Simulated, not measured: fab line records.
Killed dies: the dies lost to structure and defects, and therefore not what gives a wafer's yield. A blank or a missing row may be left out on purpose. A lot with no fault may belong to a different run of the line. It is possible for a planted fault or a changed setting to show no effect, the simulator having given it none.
Chamber matching | flow nandHarc | NHARC_THIN_TSV_ETCH_44 on rieDiel-11: 4 sister chambers
The step etches the open film in CF4/O2, target depth 1594.2 nm, time 797.1 s. 4 wafers are shown with their chamber, then 11 later ones without.

## WAFERS, EACH WITH ITS CHAMBER
wafer  | chamber | drypumpMotorCurrentA (A)
L089.5 | 2       | 6.2
L090.2 | 0       | 5.1
L090.4 | 3       | 6.3
L091.3 | 1       | 5.4

## WAFERS WHOSE CHAMBER IS MISSING
wafer  | drypumpMotorCurrentA (A)
L091.5 | 6.3
L091.6 | 6.3
L094.2 | 5.1
L094.4 | 5.4
L094.6 | 5.5
L095.2 | 6.2
L095.3 | 6.3
L095.5 | 6.3
L096.1 | 6.3
L096.2 | 5.5
L096.3 | 6.3

## THE CHAMBER EACH PASSED THROUGH
wafer  | from the rows above | in truth
L091.5 | 3                   | 3
L091.6 | 3                   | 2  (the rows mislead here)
L094.2 | 0                   | 0
L094.4 | 1                   | 1
L094.6 | 1                   | 1
L095.2 | 2                   | 2
L095.3 | 3                   | 3
L095.5 | 3                   | 3
L096.1 | 3                   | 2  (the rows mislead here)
L096.2 | 1                   | 1
L096.3 | 3                   | 3
Correct placement for 9 of the 11. Can't be placed from these rows: 0. 2 placed wrongly.
How it was worked out, from the rows above alone: a wafer's distance from a chamber is the root of the sum, over the readings, of the square of ((its reading less the chamber's mean) divided by the reading's scatter). If the next closest chamber is less than 2 further off than the closest, the wafer can't be placed; otherwise it belongs to the closest. A chamber's mean is the mean of its shown wafers. The scatter: with one shown wafer a chamber, the root of the mean of the squares of how far each hidden wafer lies from its nearest shown one.
